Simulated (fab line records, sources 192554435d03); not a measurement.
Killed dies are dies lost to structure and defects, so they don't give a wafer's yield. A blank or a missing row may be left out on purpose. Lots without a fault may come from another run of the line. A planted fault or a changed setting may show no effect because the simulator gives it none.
Which tool did it? | flow n5_finfet | 10 lots, 30 wafers sampled, at 3 steps of a route of 1938

WHAT THE GAUGES READ, wafer by wafer
N5_PASSIVATION_CD_MEAS_30: target cd 4000 nm.
lot  | measured     | on        | cd_nm (nm)
L512 | day 12 15:59 | cd_sem-03 | 4000.7 3999.3 3997.8
L513 | day 12 16:09 | cd_sem-01 | 3996.6 3996.6 3999.2
L514 | day 13 01:27 | cd_sem-03 | 4000.5 3999.6 4000.7
L518 | day 14 13:59 | cd_sem-02 | 3941.9 3940.3 3942.8
L522 | day 15 14:27 | cd_sem-01 | 3941.2 3939.8 3940.7
L524 | day 15 18:11 | cd_sem-01 | 4001.5 3999.3 4000.1
L526 | day 16 22:38 | cd_sem-03 | 3998.5 3999.7 3999.9
L527 | day 17 02:36 | cd_sem-01 | 3997.3 3998.0 3998.6
L530 | day 17 16:09 | cd_sem-02 | 3998.6 4000.5 4001.8
L531 | day 17 23:29 | cd_sem-02 | 3998.9 3998.7 4001.9

WHICH TOOL RAN EACH LOT (tool, then ch and the chambers of the sampled wafers, then the start)
lot  | N5_PASSIVATION_PECVD_55         | N5_PASSIVATION_EXPOSE_27
L512 | pecvd-01 ch 0,1,2, day 12 12:58 | krf_scanner-01 ch 0, day 12 15:49
L513 | pecvd-02 ch 0,2, day 12 13:21   | krf_scanner-02 ch 0, day 12 15:58
L514 | pecvd-01 ch 0,1,2, day 12 22:10 | krf_scanner-01 ch 0, day 13 01:17
L518 | pecvd-02 ch 1,2, day 14 10:58   | krf_scanner-01 ch 0, day 14 13:48
L522 | pecvd-01 ch 0,2, day 15 10:11   | krf_scanner-01 ch 0, day 15 14:16
L524 | pecvd-02 ch 0,1,2, day 15 16:09 | krf_scanner-02 ch 0, day 15 18:00
L526 | pecvd-02 ch 0,1,2, day 16 19:50 | krf_scanner-02 ch 0, day 16 22:28
L527 | pecvd-02 ch 0,2, day 17 00:30   | krf_scanner-02 ch 0, day 17 02:25
L530 | pecvd-04 ch 0,1, day 17 14:11   | krf_scanner-02 ch 0, day 17 15:58
L531 | pecvd-04 ch 0,1, day 17 18:10   | krf_scanner-02 ch 0, day 17 23:19
- N5_PASSIVATION_PECVD_55: deposits SiO2 from SiH4/N2O, target thk 400 nm, time 22.5 s.
- N5_PASSIVATION_EXPOSE_27: exposes mask PAD, defocus 0 nm.

THE ANSWER, worked out from the rows above alone
Rule: what is usual is taken from the lots themselves. Put in order of their means at a reading, lots are off if they are a third of the lots or fewer, leave a main group of 4 or more, and stand apart from it by a gap of 3 or more times the standard deviation of the main group's means; of several such gaps the widest counts. A main group whose means are all the same, to the digits that the tables above print for the reading, isn't used. A lot without any number at a reading at which 4 lots or more have one is off too. The other lots that the step has rows for count as sound.
Off: L518, L522, at N5_PASSIVATION_CD_MEAS_30 (cd_nm). The main group: mean 3999.3 nm, standard deviation 1.
A tool fits if, at a process step before that reading, it ran every lot that is off, and no sound lot after the first of them. The gauges at N5_PASSIVATION_CD_MEAS_30 are tried like those tools. One fits: krf_scanner-01 at N5_PASSIVATION_EXPOSE_27. Its last sound lot is L514 (day 13 01:17), its first lot that is off L518 (day 14 13:48): a fault that began between those two fits.

WHAT THE SIMULATOR HAD PUT IN
Process parameter drift: krf_scanner-01, from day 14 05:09 on, at N5_PASSIVATION_EXPOSE_27. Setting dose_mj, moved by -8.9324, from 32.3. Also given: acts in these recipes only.
Lots struck among those shown: L518, L522. The rule above found the same.
